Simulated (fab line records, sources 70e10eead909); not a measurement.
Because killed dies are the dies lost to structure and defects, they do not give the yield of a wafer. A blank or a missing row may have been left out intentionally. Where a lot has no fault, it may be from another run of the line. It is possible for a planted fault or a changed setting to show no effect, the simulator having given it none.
Which tool is to blame? -- flow nand_harc -- 18 wafers from 6 lots sampled at 4 of the route's 1159 steps

WHAT THE GAUGES SHOWED, per wafer
NHARC_A_ONON_D1_THK_MEAS_02: measures by ellipsometry.
lot,measured,on,thk_nm (nm)
L300,day 8 02:36,film_metro-02,991 990 992
L302,day 8 07:17,film_metro-02,988 987 985
L309,day 10 05:54,film_metro-02,1292 1296 1295 1294 1294 1293
L314,day 11 18:43,film_metro-01,1003 1002 1001
L319,day 12 16:34,film_metro-02,1000 1000 999
L322,day 12 23:25,film_metro-02,1001 999 1000

TOOL THAT RAN EACH LOT (tool first, then ch and the chambers of the sampled wafers, then the start)
lot,NHARC_P_BONDPAD_CMP_19,NHARC_A_ZERO_WELL_ETCH_19,NHARC_A_ONON_D1_DEP_00
L300,"cmp-04 ch 1,2,3, day 7 02:11","rie_diel-12 ch 0,1,3, day 7 04:13","pecvd_onon-03 ch 0, day 8 02:16"
L302,"cmp-02 ch 1,2, day 7 06:05","rie_diel-12 ch 0,2,3, day 7 08:03","pecvd_onon-03 ch 0, day 8 06:46"
L309,"cmp-01 ch 0,1,2, day 9 05:27","rie_diel-02 ch 0,2,3, day 9 07:32","pecvd_onon-03 ch 0, day 10 05:23"
L314,"cmp-01 ch 1,2,3, day 10 12:52","rie_diel-06 ch 1,2,3, day 10 14:49","pecvd_onon-02 ch 0, day 11 18:13"
L319,"cmp-01 ch 1,2,3, day 11 15:16","rie_diel-12 ch 0,2,3, day 11 17:24","pecvd_onon-02 ch 0, day 12 16:04"
L322,"cmp-04 ch 0,1,3, day 11 22:57","rie_diel-02 ch 0,2, day 12 01:04","pecvd_onon-04 ch 0, day 12 22:58"
- NHARC_P_BONDPAD_CMP_19: polishes, t overpolish 30 s, cu recess touch 16 s, target thk 160.81 nm.
- NHARC_A_ZERO_WELL_ETCH_19: etches the open film in N2/H2, target depth 80 nm, overetch 24 nm, time 87.88 s.
- NHARC_A_ONON_D1_DEP_00: target thk 1000 nm.

THE ANSWER, worked out from the rows above alone
Rule: the lots themselves supply what counts as usual. The widest of any qualifying gaps counts: lots, ordered by their means at a reading, are off when they make up no more than a third of the lots, leave a main group of 4 or more, and stand apart from it by 3 or more times the standard deviation of that group's means. Not used: any main group whose means are identical at the precision the tables above print for the reading. Also off: a lot with no number at a reading for which 4 or more lots have one. Where the step has rows for the other lots, those lots are counted as sound.
Off at NHARC_A_ONON_D1_THK_MEAS_02 (thk_nm): L309. For the main group the mean is 996 nm and the standard deviation 6.
If a tool, at a process step before that reading, ran all the lots that are off and no sound lot after the first of them, it fits. Those tools and the gauges at NHARC_A_ONON_D1_THK_MEAS_02 are tried in the same way. One candidate fits, namely pecvd_onon-03 at NHARC_A_ONON_D1_DEP_00. Its last sound lot is L302 (day 8 06:46), its first lot that is off L309 (day 10 05:23): a fault that began between those two fits.

WHAT WAS PUT IN BY THE SIMULATOR
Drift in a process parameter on pecvd_onon-03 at NHARC_A_ONON_D1_DEP_00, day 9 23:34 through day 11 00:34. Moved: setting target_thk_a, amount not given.
Shown lots that were struck: L309. This agrees with what the rule above found.
